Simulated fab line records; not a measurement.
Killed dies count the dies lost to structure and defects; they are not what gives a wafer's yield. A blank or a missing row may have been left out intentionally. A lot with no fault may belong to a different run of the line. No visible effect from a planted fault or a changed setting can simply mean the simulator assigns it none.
The same fault as seen by 2 desks    flow n5 finfet    every desk sees just its own numbers, and what lay behind them comes last

AT THE TOOL OWNER'S DESK: rie si-06
The tool's own readings at N5_SD_EPI_P_SD_RECESS_17 (chemistry HBr/Cl2/O2, target depth 39.1 nm, bt time 3 s): means of the sampled wafers that have a number, for each lot that ran on this tool. The brackets show how far a lot's mean lies from the usual mean; more than 4 standard deviations puts the lot out of limits, marked OUT.
Columns: A = drypump motor current A at N5_SD_EPI_P_SD_RECESS_17, usual 5.8 A; B = oes product au at N5_SD_EPI_P_SD_RECESS_17, usual 1.001 a.u.; C = throttle valve pct at N5_SD_EPI_P_SD_RECESS_17, usual 37.06 %
lot   first seen here  A    B      C
L363  day 3 09:09      5.5  1.022  37.16
L370  day 5 02:05      5.8  1.005  36.78
L371  day 5 10:11      5.8  1.006  36.85
L374  day 6 02:29      5.7  1.003  36.96
L376  day 6 15:18      5.3  1.016  37.14
L377  day 6 21:06      5.6  1.013  36.97
This desk found nothing out of limits on any of the 6 lots.

FROM THE METROLOGY DESK
Means of the sampled wafers that have a number, per lot and without regard to the tool the lot ran on: this is what the gauges read. The brackets show how far a lot's mean lies from the usual mean; more than 4 standard deviations puts the lot out of limits, marked OUT. 7 of its 14 readings are shown: the first one out of limits and those lying furthest out on some lot.
Columns: A = CJ_P at N5_BEOL_M4_RC_MEAS_101, usual 5.82; B = IOFF_P at N5_BEOL_M4_RC_MEAS_101, usual 0.21 nA/um; C = ION_P at N5_BEOL_M4_RC_MEAS_101, usual 462 uA/um; D = REXT_P at N5_BEOL_M4_RC_MEAS_101, usual 99.3 ohm.um; E = VT_N at N5_BEOL_M4_RC_MEAS_101, usual 249 mV; F = VT_P at N5_BEOL_M4_RC_MEAS_101, usual -251 mV; G = VT_P_LVT at N5_BEOL_M4_RC_MEAS_101, usual -98.7 mV
lot   first seen here  A                B     C               D                 E    F     G
L363  day 8 13:19      5.66             0.24  464             101.3             246  -250  -95.7
L367  day 8 20:08      5.73             0.20  468             99.3              250  -248  -93.8
L366  day 9 12:05      5.98             0.21  468             99.6              251  -250  -99.0
L368  day 9 12:57      5.57             0.24  464             103.7             247  -250  -97.5
L371  day 10 17:10     5.85             0.16  456             97.1              254  -256  -101.3
L370  day 10 17:44     5.89             0.19  466             102.1             249  -250  -99.5
L372  day 11 06:11     5.84             0.20  465             98.4              249  -253  -99.5
L374  day 12 06:52     6.09             0.17  454             101.6             255  -253  -101.1
L377  day 12 14:35     3.64 (-9.5) OUT  0.16  413 (-6.9) OUT  108.4             248  -257  -104.4
L376  day 12 21:15     3.53 (-10) OUT   0.14  402 (-8.4) OUT  108.6 (+4.0) OUT  251  -262  -109.4
Finding of this desk: L376, L377 out of limits, first seen on L377 at day 12 18:41 (CJ_P at N5_BEOL_M4_RC_MEAS_101). L363, L367, L366, L368, L371, L370, L372, L374: within limits.

BROUGHT TOGETHER
Metrology desk: alarm possible at day 12 18:41 on L376, L377.
The desk of the tool owner found nothing out of limits.
On record at the tool owner's desk: L376, L377, within its limits.
Every lot named ran N5_SD_EPI_P_SD_RECESS_17 on rie si-06.

WHAT HAD BEEN PUT IN BY THE SIMULATOR
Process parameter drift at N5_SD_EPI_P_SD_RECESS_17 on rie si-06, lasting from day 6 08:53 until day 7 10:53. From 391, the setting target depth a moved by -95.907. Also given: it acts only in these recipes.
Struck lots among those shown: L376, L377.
Hours from the fault's start to each desk's first reading out of limits: the metrology desk, 154.
